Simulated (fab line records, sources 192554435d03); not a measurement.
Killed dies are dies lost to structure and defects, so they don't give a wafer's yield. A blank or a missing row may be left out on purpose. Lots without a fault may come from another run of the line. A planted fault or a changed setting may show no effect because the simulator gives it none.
Chamber matching | flow n5_finfet | N5_SDB_ALD_29 on ald_sin-04: 4 sister chambers
The step deposits SiNx, target thk 30 nm, pulse time 1 s, ald cycles 600. 4 wafers are shown with their chamber, then 12 later ones without.

WAFERS WITH THEIR CHAMBER
wafer  | chamber | heater_power_w (W)
L085.4 | 3       | 885
L088.3 | 0       | 918
L088.4 | 2       | 854
L088.5 | 1       | 910

WAFERS WITHOUT THEIR CHAMBER
wafer  | heater_power_w (W)
L090.1 | 956
L090.4 | 847
L090.5 | 881
L093.1 | 910
L093.3 | 846
L093.4 | 890
L094.1 | 872
L094.4 | 934
L094.6 | 935
L095.1 | 921
L095.4 | 928
L095.6 | 929

WHICH CHAMBER EACH WENT THROUGH
wafer  | from the rows above          | in truth
L090.1 | can't be placed: 0 or 1      | 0
L090.4 | 2                            | 2
L090.5 | can't be placed: 3 or 2 or 1 | 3
L093.1 | can't be placed: 1 or 0 or 3 | 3
L093.3 | 2                            | 2
L093.4 | can't be placed: 3 or 1 or 0 | 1
L094.1 | can't be placed: 3 or 2 or 1 | 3
L094.4 | can't be placed: 0 or 1      | 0
L094.6 | can't be placed: 0 or 1      | 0
L095.1 | can't be placed: 0 or 1      | 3
L095.4 | can't be placed: 0 or 1      | 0
L095.6 | can't be placed: 0 or 1      | 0
Placed correctly: 2 of 12. Can't be placed from these rows: 10 (the true chamber is among the candidates in 9). Placed wrongly: 0.
How it was worked out, from the rows above alone: a wafer's distance from a chamber is the root of the sum, over the readings, of the square of ((its reading less the chamber's mean) divided by the reading's scatter). The wafer belongs to the nearest chamber; if the next one is less than 2 further off, it can't be placed. A chamber's mean is the mean of its shown wafers. The scatter: with one shown wafer a chamber, the root of the mean of the squares of how far each hidden wafer lies from its nearest shown one.
